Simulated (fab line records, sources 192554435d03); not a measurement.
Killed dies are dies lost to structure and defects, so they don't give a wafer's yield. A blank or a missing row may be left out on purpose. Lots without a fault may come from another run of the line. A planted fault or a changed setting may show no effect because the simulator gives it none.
One fault seen from 2 desks | flow n5_finfet | each desk has only its own numbers; what lay behind them comes last

THE METROLOGY DESK
What the gauges read, lot by lot, whatever tool the lot ran on: means of the sampled wafers that have a number. A lot is out of limits, marked OUT, if its mean lies more than 4 standard deviations from the usual mean; the brackets give that distance. Of its 11 readings 7 are shown: those that lie furthest out on some lot.
Columns: A = DIBL_P at N5_BEOL_M4_RC_MEAS_101, usual 36.7 mV/V; B = IOFF_N_LONG at N5_BEOL_M4_RC_MEAS_101, usual 5.63e-05 nA/um; C = IOFF_P at N5_BEOL_M4_RC_MEAS_101, usual 0.22 nA/um; D = ION_P at N5_BEOL_M4_RC_MEAS_101, usual 461 uA/um; E = SS_N at N5_BEOL_M4_RC_MEAS_101, usual 71.7 mV/dec; F = SS_P at N5_BEOL_M4_RC_MEAS_101, usual 73.4 mV/dec; G = VT_P at N5_BEOL_M4_RC_MEAS_101, usual -250 mV
lot  | first seen here | A    | B        | C    | D   | E    | F    | G
L651 | day 8 18:03     | 35.3 | 5.40e-05 | 0.17 | 452 | 71.3 | 73.4 | -256
L655 | day 9 04:58     | 39.4 | 5.27e-05 | 0.23 | 459 | 71.9 | 74.2 | -252
L654 | day 9 05:38     | 38.7 | 5.45e-05 | 0.24 | 465 | 72.0 | 73.4 | -248
L662 | day 11 09:40    | 35.7 | 6.37e-05 | 0.15 | 448 | 71.2 | 73.4 | -259
L663 | day 11 09:52    | 38.1 | 6.25e-05 | 0.22 | 459 | 71.6 | 73.9 | -253
L665 | day 11 13:01    | 36.7 | 5.67e-05 | 0.19 | 455 | 72.0 | 72.8 | -252
L667 | day 12 15:16    | 34.9 | 6.27e-05 | 0.25 | 470 | 71.5 | 73.0 | -245
L669 | day 13 01:27    | 37.4 | 5.48e-05 | 0.21 | 463 | 71.0 | 73.4 | -249
L672 | day 14 00:20    | 38.4 | 5.23e-05 | 0.24 | 462 | 72.3 | 73.9 | -248
This desk's finding: nothing out of limits on any of the 9 lots.

THE TOOL OWNER'S DESK: implanter-01
The tool's own readings at N5_MOL_CONTACT_COAG_IMPLANT_129: means of the sampled wafers that have a number, for each lot that ran on this tool. A lot is out of limits, marked OUT, if its mean lies more than 4 standard deviations from the usual mean; the brackets give that distance.
Columns: A = beam_energy_keV at N5_MOL_CONTACT_COAG_IMPLANT_129, usual 2.9997; B = end_station_pressure_torr at N5_MOL_CONTACT_COAG_IMPLANT_129, usual 5.9e-06 Torr
lot  | first seen here | A                        | B
L651 | day 5 11:14     | 3.0002                   | 5.9e-06
L655 | day 6 07:29     | 2.9996                   | 5.8e-06
L662 | day 8 03:13     | 9.9915 (+99 or more) OUT | 1.0e-05 (+13) OUT
L663 | day 8 06:11     | 9.9921 (+99 or more) OUT | 1.1e-05 (+15) OUT
This desk's finding: out of limits on L662, L663; first on L662, day 8 03:13 (beam_energy_keV at N5_MOL_CONTACT_COAG_IMPLANT_129). In limits: L651, L655.

PUT TOGETHER
The tool owner's desk could have raised an alarm at day 8 03:13, on L662, L663.
The metrology desk saw nothing out of limits.
The metrology desk has L662, L663 on record, within its limits.
Of the lots named, all ran N5_MOL_CONTACT_COAG_IMPLANT_129 on implanter-01.

WHAT THE SIMULATOR HAD PUT IN
Process parameter drift: implanter-01, from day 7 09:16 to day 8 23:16, at N5_MOL_CONTACT_COAG_IMPLANT_129. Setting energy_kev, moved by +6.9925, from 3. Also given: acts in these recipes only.
Lots struck among those shown: L662, L663.
Hours from the fault's start to each desk's first reading out of limits: the tool owner's desk, 18.
